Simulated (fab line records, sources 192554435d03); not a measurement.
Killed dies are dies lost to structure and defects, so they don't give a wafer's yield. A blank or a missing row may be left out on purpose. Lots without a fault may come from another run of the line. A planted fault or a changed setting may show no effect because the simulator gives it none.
Chamber matching | flow n5_finfet | N5_PMOS_HMC_CHANNEL_EPI_CMP_21 on cmp-01: 4 sister chambers
The step polishes SiGe30, target thk 54 nm. 22 wafers are shown with their chamber, then 11 later ones without.

WAFERS WITH THEIR CHAMBER
wafer  | chamber | motor_current_A (A)
L074.3 | 1       | 12.5
L074.5 | 3       | 11.8
L074.6 | 2       | 12.2
L078.1 | 3       | 11.3
L078.3 | 0       | 12.0
L078.6 | 2       | 11.3
L079.1 | 2       | 11.6
L079.3 | 3       | 12.0
L079.5 | 2       | 11.1
L081.2 | 2       | 11.6
L081.5 | 2       | 11.4
L081.6 | 1       | 12.7
L085.2 | 2       | 11.3
L085.4 | 3       | 11.7
L085.5 | 3       | 11.2
L086.2 | 3       | 11.9
L086.3 | 1       | 12.7
L086.5 | 2       | 12.0
L089.1 | 0       | 11.9
L089.5 | 1       | 12.9
L089.6 | 2       | 11.2
L090.2 | 0       | 12.3

SIGNATURES (means of the wafers above)
reading         | chamber 0 | chamber 1 | chamber 2 | chamber 3 | scatter within a chamber
motor_current_A | 12.067    | 12.700    | 11.522    | 11.650    | 0.316
Rule: a wafer's distance from a chamber is the root of the sum, over the readings, of the square of ((its reading less the chamber's mean) divided by the reading's scatter). The wafer belongs to the nearest chamber; if the next one is less than 2 further off, it can't be placed. The scatter: the root of (the sum of the squares of (reading less its chamber's mean) over the shown wafers, divided by (wafers less chambers)).

WAFERS WITHOUT THEIR CHAMBER
wafer  | motor_current_A (A)
L090.5 | 12.1
L090.6 | 12.3
L092.1 | 12.7
L092.3 | 12.1
L092.4 | 11.7
L094.1 | 10.7
L094.2 | 12.1
L094.3 | 12.6
L096.2 | 11.5
L096.4 | 12.0
L096.5 | 13.0

WHICH CHAMBER EACH WENT THROUGH
wafer  | from the rows above               | in truth
L090.5 | can't be placed: 0 or 3 or 2 or 1 | 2
L090.6 | can't be placed: 0 or 1 or 3 or 2 | 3
L092.1 | 1                                 | 1
L092.3 | can't be placed: 0 or 3 or 2 or 1 | 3
L092.4 | can't be placed: 3 or 2 or 0      | 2
L094.1 | can't be placed: 2 or 3 or 0      | 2
L094.2 | can't be placed: 0 or 3 or 2 or 1 | 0
L094.3 | can't be placed: 1 or 0           | 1
L096.2 | can't be placed: 2 or 3 or 0      | 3
L096.4 | can't be placed: 0 or 3 or 2      | 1
L096.5 | 1                                 | 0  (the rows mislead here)
Placed correctly: 1 of 11. Can't be placed from these rows: 9 (the true chamber is among the candidates in 8). Placed wrongly: 1.
